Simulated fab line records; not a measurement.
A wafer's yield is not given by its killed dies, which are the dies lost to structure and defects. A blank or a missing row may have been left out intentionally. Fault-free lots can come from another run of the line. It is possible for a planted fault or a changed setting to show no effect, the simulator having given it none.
Which tool is to blame? | flow n5_finfet | 9 lots, 27 wafers sampled, at 7 steps of a route of 1938

## WHAT EACH GAUGE READ, for each wafer
N5_MOL_CONTACT_COAG_OVL_MEAS_41. Usual: VD_OVL typically reads -0.3 nm, with standard deviation 0.64.
lot  | measured     | on         | VD_OVL (nm)    | flag
L669 | day 5 20:10  | overlay-01 | -1.2 -0.7 -0.5 |
L670 | day 6 02:22  | overlay-02 | -0.9 -2.8 -0.6 |
L672 | day 6 13:14  | overlay-02 | -0.4 -0.3 -0.2 |
L673 | day 7 00:20  | overlay-02 | -0.5 -0.7 -0.3 |
L678 | day 8 07:53  | overlay-02 | -0.6 -1.1 0.0  |
L679 | day 8 13:28  | overlay-02 | 0.0 0.6 -0.6   |
L682 | day 9 02:49  | overlay-02 | -0.2 0.0 0.2   |
L688 | day 10 17:28 | overlay-02 | 0.0 1.0 0.5    |
L689 | day 10 22:37 | overlay-02 | -0.5 0.0 -0.5  |

N5_MOL_CONTACT_COAG_INSPECT_97: inspects for defects (darkfield). Usual: raw_defect_count at 41, with a standard deviation of 15.
lot  | measured     | on                | raw_defect_count | flag
L669 | day 6 01:52  | defect_inspect-01 | 51 53 52         |
L670 | day 6 09:01  | defect_inspect-01 | 28 26 25         |
L672 | day 6 17:58  | defect_inspect-01 | 48 28 36         |
L673 | day 7 05:26  | defect_inspect-02 | 34 44 25         |
L678 | day 8 12:36  | defect_inspect-01 | 35 44 25         |
L679 | day 8 18:31  | defect_inspect-01 | 76 30 41         |
L682 | day 9 07:33  | defect_inspect-01 | 56 96 70         |
L688 | day 10 22:26 | defect_inspect-02 | 29 38 76         |
L689 | day 11 03:30 | defect_inspect-01 | 52 28 35         |

N5_BEOL_M0_SAQP_THK_MEAS_05. Usual: thk_nm at 59.6 nm, with a standard deviation of 0.82.
lot  | measured     | on            | thk_nm (nm)    | flag
L669 | day 6 03:33  | film_metro-01 | 60.3 59.2 61.2 |
L670 | day 6 10:38  | film_metro-01 | 60.8 59.8 61.1 |
L672 | day 6 19:19  | film_metro-01 | 50.5 51.4 51.7 | OFF
L673 | day 7 07:37  | film_metro-01 | 49.7 50.3 51.5 | OFF
L678 | day 8 13:23  | film_metro-01 | 59.3 59.8 60.1 |
L679 | day 8 20:17  | film_metro-01 | 58.5 60.1 59.8 |
L682 | day 9 09:35  | film_metro-01 | 58.8 59.8 60.6 |
L688 | day 10 23:45 | film_metro-01 | 59.3 59.4 58.9 |
L689 | day 11 04:55 | film_metro-01 | 57.6 57.4 59.0 |

N5_BEOL_M4_RC_MEAS_101. Usual: DIBL_N 36.8 mV/V, standard deviation 2.2; DIBL_P 37.1 mV/V, standard deviation 2.8; IOFF_N 0.17 nA/um, standard deviation 0.04; IOFF_P 0.22 nA/um, standard deviation 0.049; ION_N 672 uA/um, standard deviation 16; ION_P 460 uA/um, standard deviation 9.2; SS_N 71.6 mV/dec, standard deviation 0.69; SS_P 73.5 mV/dec, standard deviation 0.78; VT_N 249 mV, standard deviation 3.6; VT_P -250 mV, standard deviation 3.9.
lot  | measured     | on        | DIBL_N (mV/V)  | DIBL_P (mV/V)  | IOFF_N (nA/um) | IOFF_P (nA/um) | ION_N (uA/um) | ION_P (uA/um) | SS_N (mV/dec)  | SS_P (mV/dec)  | VT_N (mV)   | VT_P (mV)      | flag
L669 | day 8 07:02  | prober-01 | 38.2 34.5 37.9 | 40.1 34.8 39.2 | 0.21 0.14 0.23 | 0.22 0.16 0.23 | 699 670 703   | 462 454 472   | 72.3 70.7 72.0 | 73.7 73.0 73.6 | 245 252 246 | -251 -253 -250 |
L670 | day 8 11:29  | prober-01 | 38.7 37.9 39.3 | 39.2 38.7 41.2 | 0.19 0.18 0.21 | 0.25 0.24 0.31 | 684 680 684   | 468 468 468   | 71.9 72.0 72.5 | 74.3 73.4 74.8 | 246 245 245 | -246 -248 -247 |
L672 | day 8 18:54  | prober-02 | 30.5 38.6 37.9 | 28.5 40.2 38.6 | 0.08 0.21 0.20 | 0.11 0.25 0.22 | 647 664 683   | 444 456 463   | 70.0 72.3 72.4 | 72.0 74.9 74.4 | 257 248 248 | -259 -253 -251 |
L673 | day 9 15:49  | prober-02 | 39.7 41.1 41.0 | 40.3 40.2 41.1 | 0.22 0.22 0.23 | 0.27 0.25 0.27 | 696 664 691   | 471 456 469   | 72.1 71.5 72.2 | 74.9 73.9 74.3 | 244 246 244 | -250 -250 -247 |
L678 | day 10 19:25 | prober-02 | 36.0 38.7 38.1 | 35.3 39.5 38.7 | 0.16 0.22 0.21 | 0.18 0.26 0.25 | 662 697 681   | 443 474 458   | 71.3 72.4 71.9 | 72.8 75.4 74.5 | 249 243 244 | -253 -246 -249 |
L679 | day 11 02:58 | prober-02 | 33.8 36.5 32.0 | 33.3 36.7 31.2 | 0.12 0.15 0.10 | 0.21 0.27 0.18 | 645 659 656   | 455 468 461   | 70.3 71.6 70.1 | 72.8 73.7 72.2 | 253 252 255 | -248 -247 -248 |
L682 | day 11 20:58 | prober-02 | 38.9 35.0 36.6 | 41.8 36.9 38.8 | 0.22 0.15 0.17 | 0.27 0.19 0.22 | 699 680 678   | 471 470 462   | 72.3 71.7 72.0 | 74.2 73.0 73.4 | 248 249 248 | -247 -248 -247 |
L688 | day 13 15:09 | prober-02 | 34.2 34.4 36.8 | 34.1 35.3 37.6 | 0.13 0.13 0.17 | 0.16 0.18 0.21 | 643 671 685   | 441 459 456   | 72.1 71.4 72.5 | 72.9 73.7 74.1 | 254 253 248 | -256 -255 -252 |
L689 | day 13 16:32 | prober-01 | 37.5 37.0 37.4 | 38.1 37.6 38.8 | 0.20 0.18 0.21 | 0.27 0.27 0.29 | 678 678 691   | 460 468 465   | 72.5 71.6 72.0 | 73.3 73.6 72.6 | 244 248 245 | -244 -244 -242 |

## WHICH TOOL RAN EACH LOT (tool, then ch and the chambers of the sampled wafers, then the start)
lot  | N5_BEOL_M0_SAQP_PECVD_00        | N5_BEOL_M0_SAQP_PECVD_04        | N5_BEOL_M0_SAQP_MANDREL_ETCH_20
L669 | pecvd-02 ch 0,2, day 6 02:13    | pecvd-03 ch 0,1, day 6 03:28    | rie_si-05 ch 0,1,3, day 6 04:24
L670 | pecvd-02 ch 0,1, day 6 09:22    | pecvd-03 ch 0,2, day 6 10:32    | rie_si-06 ch 0,1,3, day 6 11:22
L672 | pecvd-04 ch 0,2, day 6 18:18    | pecvd-03 ch 1,2, day 6 19:13    | rie_si-05 ch 2,3, day 6 20:10
L673 | pecvd-03 ch 0,1, day 7 05:44    | pecvd-03 ch 1,2, day 7 07:32    | rie_si-02 ch 0,1,3, day 7 08:20
L678 | pecvd-03 ch 0,1, day 8 12:56    | pecvd-04 ch 0,1,2, day 8 13:17  | rie_si-02 ch 2,3, day 8 14:22
L679 | pecvd-02 ch 0,1,2, day 8 18:50  | pecvd-02 ch 0,2, day 8 20:11    | rie_si-05 ch 0,1,2, day 8 21:07
L682 | pecvd-02 ch 0,1,2, day 9 07:53  | pecvd-02 ch 0,2, day 9 09:28    | rie_si-06 ch 2,3, day 9 10:20
L688 | pecvd-02 ch 0,1,2, day 10 22:43 | pecvd-02 ch 0,1, day 10 23:39   | rie_si-06 ch 0,1,2, day 11 00:41
L689 | pecvd-02 ch 0,1,2, day 11 03:50 | pecvd-04 ch 0,1,2, day 11 04:49 | rie_si-02 ch 0,1,2, day 11 05:45
- N5_BEOL_M0_SAQP_PECVD_00: deposits SiCN from 3MS/NH3, target thk 8 nm, time 14 s.
- N5_BEOL_M0_SAQP_PECVD_04: deposits a-Si from SiH4/He, target thk 60 nm, time 60.2 s.
- N5_BEOL_M0_SAQP_MANDREL_ETCH_20: etches a-Si in HBr/Cl2, stops on SiNx, target depth 60 nm, bt time 10 s, time 30 s.

## WHAT THE TOOLS THEMSELVES READ (means of the sampled wafers that have a number; where no wafer has one, the mark that the record gives instead)
N5_BEOL_M0_SAQP_PECVD_00. Usual: showerhead_plenum_p_Torr 3.663 Torr, standard deviation 0.0087; showerhead_vpp_V 903 V, standard deviation 45; throttle_valve_pct 9.3 %, standard deviation 0.7.
lot  | tool     | showerhead_plenum_p_Torr (Torr) | showerhead_vpp_V (V) | throttle_valve_pct (%) | flag
L669 | pecvd-02 | 3.666                           | 908                  | 9.9                    |
L670 | pecvd-02 | 3.658                           | 906                  | 9.7                    |
L672 | pecvd-04 | 3.669                           | 925                  | 8.4                    |
L673 | pecvd-03 | 3.661                           | 837                  | 9.3                    |
L678 | pecvd-03 | 3.660                           | 841                  | 9.3                    |
L679 | pecvd-02 | 3.666                           | 906                  | 9.6                    |
L682 | pecvd-02 | 3.672                           | 895                  | 9.5                    |
L688 | pecvd-02 | 3.664                           | 911                  | 9.7                    |
L689 | pecvd-02 | 3.666                           | 906                  | 9.8                    |

N5_BEOL_M0_SAQP_PECVD_04. Usual: heater_power_w 614 W, standard deviation 87; showerhead_plenum_p_Torr 5.66 Torr, standard deviation 0.033; showerhead_vpp_V 636 V, standard deviation 34; throttle_valve_pct 18.4 %, standard deviation 1.4.
lot  | tool     | heater_power_w (W) | showerhead_plenum_p_Torr (Torr) | showerhead_vpp_V (V) | throttle_valve_pct (%) | flag
L669 | pecvd-03 | 542                | 5.64                            | 590                  | 19.0                   |
L670 | pecvd-03 | 578                | 5.68                            | 614                  | 17.7                   |
L672 | pecvd-03 | 560                | 5.66                            | 637                  | 18.0                   |
L673 | pecvd-03 | 564                | 5.64                            | 614                  | 19.2                   |
L678 | pecvd-04 | 599                | 5.65                            | 655                  | 17.4                   |
L679 | pecvd-02 | 658                | 5.67                            | 645                  | 20.1                   |
L682 | pecvd-02 | 632                | 5.66                            | 649                  | 20.1                   |
L688 | pecvd-02 | 665                | 5.66                            | 651                  | 19.9                   |
L689 | pecvd-04 | 632                | 5.66                            | 645                  | 17.5                   |

N5_BEOL_M0_SAQP_MANDREL_ETCH_20. Usual: drypump_motor_current_A 5.6 A, standard deviation 0.45; oes_product_au 0.770 a.u., standard deviation 0.014; throttle_valve_pct 35.5 %, standard deviation 0.42.
lot  | tool      | drypump_motor_current_A (A) | oes_product_au (a.u.) | throttle_valve_pct (%) | flag
L669 | rie_si-05 | 5.7                         | 0.775                 | 35.7                   |
L670 | rie_si-06 | 5.6                         | 0.785                 | 35.5                   |
L672 | rie_si-05 | 6.0                         | 0.710                 | 35.2                   | OFF
L673 | rie_si-02 | 5.7                         | 0.696                 | 35.8                   | OFF
L678 | rie_si-02 | 5.5                         | 0.760                 | 35.6                   |
L679 | rie_si-05 | 5.6                         | 0.768                 | 35.3                   |
L682 | rie_si-06 | 6.2                         | 0.769                 | 35.6                   |
L688 | rie_si-06 | 5.3                         | 0.762                 | 35.2                   |
L689 | rie_si-02 | 5.9                         | 0.738                 | 35.3                   |

## THE ANSWER, worked out from the rows above alone
Rule: a lot counts as off when the mean over its wafers that have a number is more than 3 standard deviations away from the usual mean. Also off: a lot with no number at a reading for which 4 or more lots have one. Any other lot the step has rows for is counted as sound. Order of review: gauges by route order, followed by the tools' own readings, for which a lot's mean as printed above is used. At the first step where some lot is off, the reading lying furthest off is the one used; lots without a number count as furthest.
Off, at N5_BEOL_M0_SAQP_THK_MEAS_05 on thk_nm: L672, L673.
If a tool, at a process step before that reading, ran all the lots that are off and no sound lot after the first of them, it fits. The gauges at N5_BEOL_M0_SAQP_THK_MEAS_05 aren't tried: what is off there is off at N5_BEOL_M0_SAQP_MANDREL_ETCH_20 too, on other tools, and a gauge's error can't cause that. One candidate fits, namely pecvd-03 at N5_BEOL_M0_SAQP_PECVD_04. Its last sound lot is L670 (day 6 10:32), its first lot that is off L672 (day 6 19:13): a fault that began between those two fits.

## WHAT WAS PUT IN BY THE SIMULATOR
Site profile drift: pecvd-03, from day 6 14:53 on, at N5_BEOL_M0_SAQP_PECVD_04. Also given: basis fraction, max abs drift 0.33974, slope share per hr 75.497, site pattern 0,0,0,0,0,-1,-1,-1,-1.
Shown lots that were struck: L672, L673. The rule above reached the same finding.
